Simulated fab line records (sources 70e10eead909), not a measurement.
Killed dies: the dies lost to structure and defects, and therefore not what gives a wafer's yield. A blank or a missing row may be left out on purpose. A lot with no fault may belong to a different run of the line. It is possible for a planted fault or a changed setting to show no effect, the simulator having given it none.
Chamber matching | flow nand_harc | pecvd-02 running NHARC_A_STAIRCASE_DEP_280: 3 sister chambers
The step deposits SiON, target thk 30 nm. 3 wafers are shown with their chamber, then 9 later ones without.

== WAFERS PAIRED WITH THEIR CHAMBERS ==
wafer  | chamber | heater_power_w (W)
L085.6 | 2       | 685
L091.2 | 0       | 706
L091.6 | 1       | 739

== WAFERS MISSING THEIR CHAMBER ==
wafer  | heater_power_w (W)
L093.3 | 665
L093.4 | 734
L093.5 | 645
L094.1 | 654
L094.2 | 736
L094.5 | 659
L095.2 | 669
L095.3 | 782
L095.5 | 745

== EACH ONE'S CHAMBER ==
wafer  | from the rows above          | in truth
L093.3 | can't be placed: 2 or 0      | 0
L093.4 | can't be placed: 1 or 0 or 2 | 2
L093.5 | can't be placed: 2 or 0      | 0
L094.1 | can't be placed: 2 or 0      | 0
L094.2 | can't be placed: 1 or 0 or 2 | 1
L094.5 | can't be placed: 2 or 0      | 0
L095.2 | can't be placed: 2 or 0      | 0
L095.3 | can't be placed: 1 or 0      | 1
L095.5 | can't be placed: 1 or 0      | 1
Correctly placed: 0 of 9. From these rows, 9 cannot be placed; in 9 the true chamber is one of the candidates. 0 placed wrongly.
How it was worked out, from the rows above alone: a wafer's distance from a chamber is the root of the sum, over the readings, of the square of ((its reading less the chamber's mean) divided by the reading's scatter). If the next closest chamber is less than 2 further off than the closest, the wafer can't be placed; otherwise it belongs to the closest. The mean given for a chamber averages the wafers shown for that chamber. The scatter: root of mean squared gap, hidden wafer to nearest shown wafer, with one shown wafer a chamber.
